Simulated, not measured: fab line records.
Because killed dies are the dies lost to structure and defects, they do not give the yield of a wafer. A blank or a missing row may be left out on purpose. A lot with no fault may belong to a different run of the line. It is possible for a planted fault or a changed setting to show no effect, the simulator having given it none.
fab line records | flow nandHarc
[record] lots = 14 wafers = 42 lastDay = 33
route steps=1302 shown P_M1@308 A_BONDPAD@1228 THIN_TSV@1250 END@1302
lots with no fault: from the same line, run without faults
startH: hours from the record's first day to the start of the lot's first wafer shown | waitH: time in hours since the lot's previous step | " repeats the value in the row above | L1.1+2: a row that stands for several wafers | - either no value or no given start | * or withheld: withheld | < > ~ a bound
route shown NAME@n: NAME is a module with steps in the file, n the number in the route of the first one | usual: average and standard deviation across the fault-free wafers | same: alike in all rows | chamber/n: place in a boat | sites: each site's reading | _std_site: their standard deviation | _edge_site: outer sites' mean less inner sites' | radiusMm: how far each site lies from the wafer's centre | mask NAME#n: copy n | behind: the tool/chamber that last shaped the wafer | hold: why the lot went on hold/how many hours it stayed there/how the hold came to an end | device: names the non-switching transistor (n, p or np) | end of line: the route-end tests of the same wafers | a step without rows: its recipe alone | killed: not the wafer's yield, but the dies lost to structure and defects at the first sort | map: dies across one wafer; x = killed, . = not, _ = none there
set.NAME: the setting that was run; set.NAME@STEP: the one run at that earlier step | model.NAME: the simulator's own value behind a step, which no gauge read
steps of the route over a sample of lots; a table a step, a row a wafer
services: from which hour (startH, from the record's first day; less than 0 if before it) a tool's chamber was out of use, for how many hours, and why
[[steps]]
[step NHARC_P_M1_PVD_21]
[recipe] targetThkA = 300 chamberPressurePa = 5 powerW = 5000 substrateTempC = 30 timeS = 20.49 material = Cu
[usual] throttleValvePct = 30.5/0.84
// columns lot.wafer tool chamber startH waitH throttleValvePct
L772.2 pvdSputter-01 - 129.66 - 29.2
L772.1 " - " " 31.2
L772.5 " - " " 31.2
L773.2 pvdSputter-02 - 129.87 - 30.5
L773.4 " - " " 31.9
L773.5 " - " " 30.1
L774.4 pvdSputter-02 - 142.66 - 31.9
L774.3 " - " " 29.8
L774.5 " - " " 30.8
L778.3 pvdSputter-01 - 188.01 - 31.4
L778.6 " - " " 31.5
L778.5 " - " " 29.1
L779.2 pvdSputter-01 - 193.69 - 31.5
L779.1 " - " " 28.9
L779.3 " - " " 31.3
L785.2 pvdSputter-03 - 256.45 - 31.5
L785.6 " - " " 29.7
L785.5 " - " " 30.0
L786.4 pvdSputter-02 - 274.67 - 29.8
L786.1 " - " " 30.7
L786.5 " - " " 31.9
L787.1 pvdSputter-01 - 275.37 - 32.0
L787.3 " - " " 30.6
L787.6 " - " " 29.6
L788.3 pvdSputter-02 - 292.58 - 31.0
L788.4 " - " " 31.4
L788.5 " - " " 30.9
L789.2 pvdSputter-03 - 301.91 - 30.1
L789.3 " - " " 29.8
L789.6 " - " " 31.2
L790.3 pvdSputter-02 - 301.96 - 30.5
L790.1 " - " " 31.4
L790.6 " - " " 30.5
L791.4 pvdSputter-02 - 315.46 - 31.0
L791.3 " - " " 30.5
L791.5 " - " " 30.8
L792.2 pvdSputter-03 - 327.98 - 29.7
L792.1 " - " " 31.1
L792.5 " - " " 30.0
L794.3 pvdSputter-01 - 364.68 - 30.5
L794.5 " - " " 32.2
L794.6 " - " " 30.5
[step NHARC_A_BONDPAD_PVD_27]
[recipe] targetThkA = 300 chamberPressurePa = 5 powerW = 5000 substrateTempC = 30 timeS = 20.49 material = Cu
[usual] throttleValvePct = 30.4/0.71
// columns lot.wafer tool chamber startH waitH throttleValvePct
L772.1 pvdSputter-01 - - - 30.7
L772.2 " - " " 31.6
L772.5 " - " " 31.0
L774.3 pvdSputter-02 - - - 30.5
L774.4 " - " " 30.2
L774.5 " - " " 30.6
L773.4 pvdSputter-01 - - - 31.4
L773.2 " - " " 29.9
L773.5 " - " " 29.7
L779.1 pvdSputter-03 - - - 29.9
L778.6 pvdSputter-03 - - - 29.3
L778.5 " - " " 31.5
L785.2 pvdSputter-02 - - - 30.9
L785.5 " - " " 30.0
L785.6 " - " " 31.1
L787.3 pvdSputter-02 - - - 30.0
L787.1 " - " " 30.0
L787.6 " - " " 30.1
L786.1 pvdSputter-01 - - - 31.4
L786.4 " - " " 29.1
L786.5 " - " " 30.1
L789.3 pvdSputter-03 - - - 29.6
L789.2 " - " " 29.1
L789.6 " - " " 30.2
L790.3 pvdSputter-01 - - - 30.2
L790.1 " - " " 31.4
L790.6 " - " " 30.2
L788.3 pvdSputter-01 - - - 30.3
L788.4 " - " " 31.1
L788.5 " - " " 30.0
L791.4 pvdSputter-03 - - - 29.6
L791.3 " - " " 31.7
L791.5 " - " " 29.5
L792.2 pvdSputter-03 - - - 29.9
L792.1 " - " " 31.8
L792.5 " - " " 29.8
L794.3 pvdSputter-01 - - - 31.0
L794.6 " - " " 29.1
L794.5 " - " " 31.0
[step NHARC_THIN_TSV_DEP_43]
[recipe] targetThkA = 13285 tempC = withheld pressureTorr = 6.5 rfW = 900 teosFlowSccm = 161.4 flowSccm = 2650 targetThkNm = 1328.5 gas = O2 material = SiO2
[usual] flowSccm = 2651/7.2 throttleValvePct = 15.9/0.55
// columns lot.wafer tool chamber startH waitH flowSccm throttleValvePct
L772.1 pecvd-01 2 543.75 - 2655 16.1
L772.2 " 0 " " 2645 16.2
L772.5 " 0 " " 2655 16.1
L774.3 pecvd-01 0 561.60 - 2662 16.2
L774.4 " 0 " " 2660 16.3
L774.5 " 2 " " 2649 16.2
L773.2 pecvd-03 2 565.94 - 2640 15.0
L773.4 " 2 " " 2657 15.0
L773.5 " 1 " " 2648 15.3
L779.1 pecvd-03 0 602.23 - 2651 15.9
L778.5 pecvd-01 1 603.53 - 2647 16.3
L778.6 " 2 " " 2648 16.7
L785.2 pecvd-04 0 673.41 - 2664 15.9
L785.6 " 1 " " 2659 15.5
L785.5 " 2 " " 2654 14.3
L787.1 pecvd-01 1 694.11 - 2651 16.0
L787.3 " 2 " " 2656 16.2
L787.6 " 1 " " 2650 16.2
L786.1 pecvd-01 1 698.46 - 2655 16.0
L786.4 " 1 " " 2648 16.0
L786.5 " 2 " " 2643 16.0
L789.2 pecvd-01 2 699.67 - 2652 16.2
L789.3 " 0 " " 2654 16.6
L789.6 " 2 " " 2667 15.9
L788.3 pecvd-04 1 704.47 - 2651 15.5
L788.5 " 2 " " 2667 14.4
L788.4 " 1 " " 2661 15.5
L790.3 pecvd-01 0 705.57 - 2649 16.6
L790.1 " 2 " " 2645 16.5
L790.6 " 0 " " 2652 16.5
L791.3 pecvd-01 2 733.15 - 2649 16.1
L791.5 " 0 " " 2643 16.8
L791.4 " 2 " " 2650 16.4
L792.1 pecvd-01 1 745.72 - 2643 16.2
L792.2 " 0 " " 2639 16.7
L792.5 " 0 " " 2631 16.7
L794.3 pecvd-01 2 778.10 - 2659 16.1
L794.5 " 1 " " 2637 16.2
L794.6 " 0 " " 2649 16.7
[step NHARC_THIN_TSV_PVD_19]
[recipe] targetThkA = 200 chamberPressurePa = 5 material = TaN
[usual] throttleValvePct = 30.4/0.82
// columns lot.wafer tool chamber startH waitH throttleValvePct
L772.2 pvdSputter-01 - - - 31.4
L772.1 " - " " 29.8
L772.5 " - " " 31.2
L774.4 pvdSputter-02 - - - 30.3
L774.3 " - " " 30.0
L774.5 " - " " 30.4
L773.4 pvdSputter-03 - - - 29.4
L773.2 " - " " 29.9
L773.5 " - " " 31.6
L779.1 pvdSputter-01 - - - 31.5
L778.5 pvdSputter-01 - - - 31.2
L778.6 " - " " 30.4
L785.2 pvdSputter-02 - - - 30.3
L785.6 " - " " 31.0
L785.5 " - " " 30.2
L787.1 pvdSputter-03 - - - 30.5
L787.3 " - " " 29.3
L787.6 " - " " 30.5
L786.1 pvdSputter-01 - - - 28.9
L786.4 " - " " 31.0
L786.5 " - " " 29.2
L789.3 pvdSputter-03 - - - 31.6
L789.2 " - " " 29.8
L789.6 " - " " 29.3
L788.4 pvdSputter-01 - - - 31.3
L788.3 " - " " 31.1
L788.5 " - " " 31.4
L790.1 pvdSputter-01 - - - 31.2
L790.3 " - " " 31.2
L790.6 " - " " 31.3
L791.4 pvdSputter-01 - - - 31.4
L791.3 " - " " 29.3
L791.5 " - " " 30.4
L792.2 pvdSputter-01 - - - 31.1
L792.1 " - " " 30.2
L792.5 " - " " 30.2
L794.3 pvdSputter-03 - - - 29.6
L794.6 " - " " 29.6
L794.5 " - " " 29.4
[step NHARC_END_SORT_01]
[recipe] tempC = 25
[usual] defectLimitedYield = 90.9/2.7 killedAtArray = 57/19 killedAtOther = 0.9/1.1 killedAtPeriphery = 4.0/2.6 killedDies = 62/19 killedOpen = 3.3/1.8 killedShort = 2.4/1.7
[same] grossDies = 677
// columns lot.wafer tool chamber startH waitH defectLimitedYield[%] killedAtArray killedAtOther killedAtPeriphery killedDies killedOpen killedShort
L779.1 prober-02 0 618.23 2.6 88.9 70 2 3 75 4 2
L779.2 prober-02 0 619.04 2.8 0 79 0 598 677 4 0
L779.3 prober-02 0 619.84 3.1 0.1 78 3 595 676 5 1
L778.3 prober-01 0 619.78 3.1 0.1 49 1 626 676 6 2
L778.5 prober-01 0 621.41 3.8 91.4 52 1 5 58 3 1
L778.6 prober-01 0 622.22 4.1 93.4 43 2 0 45 1 1
L785.2 prober-01 0 687.69 2.8 93.2 43 0 3 46 2 0
L785.5 prober-01 0 690.08 3.7 91.4 52 1 5 58 5 4
L785.6 prober-01 0 690.87 4.0 89.8 63 1 5 69 0 1
L787.1 prober-02 0 710.92 2.5 87.3 83 1 2 86 2 4
L787.3 prober-02 0 712.50 3.1 88.0 79 1 1 81 2 1
L787.6 prober-02 0 714.86 3.9 88.2 76 0 4 80 7 2
L788.3 prober-01 0 723.80 3.1 91.6 51 1 5 57 2 2
L788.4 prober-01 0 724.59 3.4 92.3 44 2 6 52 5 3
L788.5 prober-01 0 725.39 3.7 91.7 47 4 5 56 5 2
L790.1 prober-02 0 726.52 2.5 94.8 29 2 4 35 2 3
L790.3 prober-02 0 728.14 3.1 89.7 66 2 2 70 1 4
L790.6 prober-02 0 730.58 4.1 89.5 65 1 5 71 4 2
// killed by level:class
L779.1 A_CHANNEL_HOLE_D2:chamberFilmFlake=34 A_SLIT:chamberFilmFlake=18 A_CONTACT:chamberFilmFlake=6 A_CHANNEL_HOLE_D1:chamberFilmFlake=5 P_M0:geometricParticle:open=2 THIN_TSV:chamberFilmFlake=2 A_SGD_CUT:geometricParticle:open=1 A_WL_FILL:geometricParticle:short=1
L779.2 P_M1:areaPvd=596 A_SLIT:chamberFilmFlake=41 A_CHANNEL_HOLE_D2:chamberFilmFlake=30 A_BLC:geometricParticle:open=2 P_M0:geometricParticle:open=1 P_M1:geometricParticle:open=1 A_CHANNEL_HOLE_D1:chamberFilmFlake=1 A_CHANNEL_FILL_D2:chamberFilmFlake=1
L778.3 P_M1:areaPvd=625 A_CHANNEL_HOLE_D1:chamberFilmFlake=29 A_CHANNEL_HOLE_D2:chamberFilmFlake=7 A_CONTACT:chamberFilmFlake=2 A_BONDPAD:chamberFilmFlake=2 P_GATE:geometricParticle:open=1 A_SOURCE_PLATE:geometricParticle:open=1 A_CHANNEL_HOLE_D1:geometricParticle:open=1
L779.3 P_M1:areaPvd=594 A_SLIT:chamberFilmFlake=30 A_CHANNEL_HOLE_D2:chamberFilmFlake=25 A_CONTACT:chamberFilmFlake=5 A_STAIRCASE:chamberFilmFlake=3 A_WL_FILL:chamberFilmFlake=3 THIN_TSV:chamberFilmFlake=3 A_BLC:geometricParticle:open=2
L778.5 A_CHANNEL_HOLE_D1:chamberFilmFlake=34 A_CHANNEL_HOLE_D2:chamberFilmFlake=8 A_BONDPAD:chamberFilmFlake=4 P_M0:geometricParticle:open=2 A_CONTACT:chamberFilmFlake=2 P_STI:geometricParticle:short=1 A_ONON_D1:geometricParticle:open=1 P_GATE:chamberFilmFlake=1
L778.6 A_CHANNEL_HOLE_D1:chamberFilmFlake=27 A_CHANNEL_HOLE_D2:chamberFilmFlake=6 A_STAIRCASE:chamberFilmFlake=3 A_BONDPAD:chamberFilmFlake=3 THIN_TSV:chamberFilmFlake=2 A_WL_FILL:geometricParticle:short=1 A_BLC:geometricParticle:open=1 A_CHANNEL_FILL_D1:chamberFilmFlake=1
L785.2 A_CHANNEL_HOLE_D1:chamberFilmFlake=22 A_SLIT:chamberFilmFlake=11 A_STAIRCASE:chamberFilmFlake=4 A_ZERO_WELL:chamberFilmFlake=3 A_WL_FILL:chamberFilmFlake=2 P_BONDPAD:geometricParticle:open=1 A_CHANNEL_FILL_D2:geometricParticle:open=1 P_STI:chamberFilmFlake=1
L785.5 A_CHANNEL_HOLE_D1:chamberFilmFlake=27 A_SLIT:chamberFilmFlake=16 P_GATE:chamberFilmFlake=2 P_GATE:geometricParticle:short=1 A_ONON_D1:geometricParticle:short=1 A_CHANNEL_FILL_D1:geometricParticle:short=1 A_ONON_D2:geometricParticle:open=1 A_CHANNEL_FILL_D2:geometricParticle:short=1
L785.6 A_SLIT:chamberFilmFlake=30 A_CHANNEL_HOLE_D1:chamberFilmFlake=29 P_GATE:chamberFilmFlake=3 P_STI:chamberFilmFlake=1 P_M2:chamberFilmFlake=1 STARTING-WAFER:geometricParticle:short=1 A_DECK1_JOINT:chamberFilmFlake=1 A_CHANNEL_FILL_D2:chamberFilmFlake=1
L787.1 A_CHANNEL_HOLE_D1:chamberFilmFlake=29 A_SLIT:chamberFilmFlake=27 A_CHANNEL_HOLE_D2:chamberFilmFlake=14 A_M1:chamberFilmFlake=4 A_CONTACT:chamberFilmFlake=3 P_CONTACT:geometricParticle:short=1 P_CONTACT:geometricParticle:open=1 A_CHANNEL_FILL_D1:geometricParticle:open=1
L787.3 A_SLIT:chamberFilmFlake=36 A_CHANNEL_HOLE_D1:chamberFilmFlake=25 A_CHANNEL_HOLE_D2:chamberFilmFlake=8 A_STAIRCASE:chamberFilmFlake=3 A_CONTACT:chamberFilmFlake=2 A_M1:chamberFilmFlake=2 P_M0:geometricParticle:open=1 A_DECK1_JOINT:geometricParticle:short=1
L787.6 A_CHANNEL_HOLE_D1:chamberFilmFlake=31 A_SLIT:chamberFilmFlake=20 A_CHANNEL_HOLE_D2:chamberFilmFlake=12 A_ONON_D2:geometricParticle:open=3 A_STAIRCASE:chamberFilmFlake=2 A_CONTACT:chamberFilmFlake=2 P_GATE:geometricParticle:short=1 P_CONTACT:geometricParticle:open=1
L788.3 A_CHANNEL_HOLE_D1:chamberFilmFlake=38 P_CONTACT:chamberFilmFlake=4 A_SLIT:chamberFilmFlake=4 A_DECK1_JOINT:chamberFilmFlake=2 A_WL_FILL:chamberFilmFlake=2 P_M1:geometricParticle:open=1 A_SOURCE_PLATE:geometricParticle:open=1 A_CHANNEL_FILL_D2:geometricParticle:short=1
L788.4 A_CHANNEL_HOLE_D1:chamberFilmFlake=24 P_M2:chamberFilmFlake=5 A_CONTACT:chamberFilmFlake=5 A_CHANNEL_FILL_D2:geometricParticle:open=2 A_WL_FILL:geometricParticle:open=2 A_CHANNEL_FILL_D1:chamberFilmFlake=2 A_STAIRCASE:chamberFilmFlake=2 A_SGD_CUT:chamberFilmFlake=2
L788.5 A_CHANNEL_HOLE_D1:chamberFilmFlake=29 A_SLIT:chamberFilmFlake=6 THIN_TSV:chamberFilmFlake=4 A_CONTACT:chamberFilmFlake=3 P_CONTACT:chamberFilmFlake=2 P_GATE:geometricParticle:open=1 A_SOURCE_PLATE:geometricParticle:open=1 A_CHANNEL_FILL_D1:geometricParticle:open=1
L790.1 A_SLIT:chamberFilmFlake=12 A_CHANNEL_HOLE_D2:chamberFilmFlake=7 A_CONTACT:chamberFilmFlake=4 A_CHANNEL_HOLE_D1:chamberFilmFlake=2 P_GATE:geometricParticle:open=1 P_CONTACT:geometricParticle:short=1 P_M0:geometricParticle:open=1 A_CHANNEL_FILL_D2:geometricParticle:short=1
L790.3 A_SLIT:chamberFilmFlake=31 A_CHANNEL_HOLE_D1:chamberFilmFlake=13 A_CHANNEL_HOLE_D2:chamberFilmFlake=9 A_STAIRCASE:chamberFilmFlake=3 A_CONTACT:chamberFilmFlake=3 A_WL_FILL:geometricParticle:short=2 P_ZERO_WELL:chamberFilmFlake=2 A_CHANNEL_FILL_D1:chamberFilmFlake=2
L790.6 A_CHANNEL_HOLE_D2:chamberFilmFlake=23 A_SLIT:chamberFilmFlake=19 A_CHANNEL_HOLE_D1:chamberFilmFlake=8 P_ZERO_WELL:chamberFilmFlake=4 A_CHANNEL_FILL_D2:chamberFilmFlake=2 A_CONTACT:chamberFilmFlake=2 A_M1:chamberFilmFlake=2 A_ONON_D1:geometricParticle:short=1
[[services]]
// columns tool chamber startH hours kind
pecvd-01 - 130.00 13.0 pm
pvdSputter-03 - 170.00 10.0 pm
pvdSputter-01 - 174.35 4.4 repair
pvdSputter-03 - 221.26 2.6 repair
pvdSputter-01 - 234.51 10.0 pm
pvdSputter-01 - 278.15 4.0 repair
pvdSputter-02 - 282.00 10.0 pm
pvdSputter-01 - 293.30 3.2 repair
pvdSputter-03 - 348.00 10.0 pm
pvdSputter-03 - 362.61 1.3 repair
pvdSputter-02 - 402.61 1.6 repair
pvdSputter-01 - 412.51 10.0 pm
pvdSputter-02 - 414.03 1.4 repair
pvdSputter-02 - 460.00 10.0 pm
pvdSputter-03 - 469.41 4.6 repair
pvdSputter-03 - 526.00 10.0 pm
pvdSputter-01 - 590.51 10.0 pm
pvdSputter-02 - 638.00 10.0 pm
pvdSputter-02 - 686.22 13.7 repair
pvdSputter-03 - 704.00 10.0 pm
pvdSputter-02 - 727.93 2.2 repair
pvdSputter-03 - 745.69 1.0 repair
pvdSputter-02 - 758.02 1.9 repair
pvdSputter-01 - 768.51 10.0 pm
[[key]]
[firstSign] step = NHARC_END_SORT_01 reading = killedAtPeriphery direction = up sigmas = 99+ usual = 4.0 struck = 606.3
[effect] step = NHARC_END_SORT_01 reading = defectLimitedYield direction = down sigmas = 33 usual = 90.9 struck = 0.1
[moreKillsBornAt] NHARC_P_M1_PVD_21@pvdSputter-01 = 1815
metAt NHARC_P_M1_PVD_21
struckLots L778,L779
struckWafers L778.3,L779.2,L779.3
laterRowsLeftOut L778.3,L779.2,L779.3
notActingAt NHARC_A_BONDPAD_PVD_27,NHARC_THIN_TSV_DEP_43,NHARC_THIN_TSV_PVD_19
onsetBetween 129.66 188.01
[fault] kind = processParameterDrift tool = pvdSputter-01 chamber = - onsetH = 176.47 steps = NHARC_P_M1_PVD_21 channel = targetThkA offset = * shape = step endH = 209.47 scope = struckWafersOnly actsIn = * stated = *
// laterRowsLeftOut: the simulator's readings of these wafers behind a module that went badly wrong aren't trusted and aren't shown, but for the sort
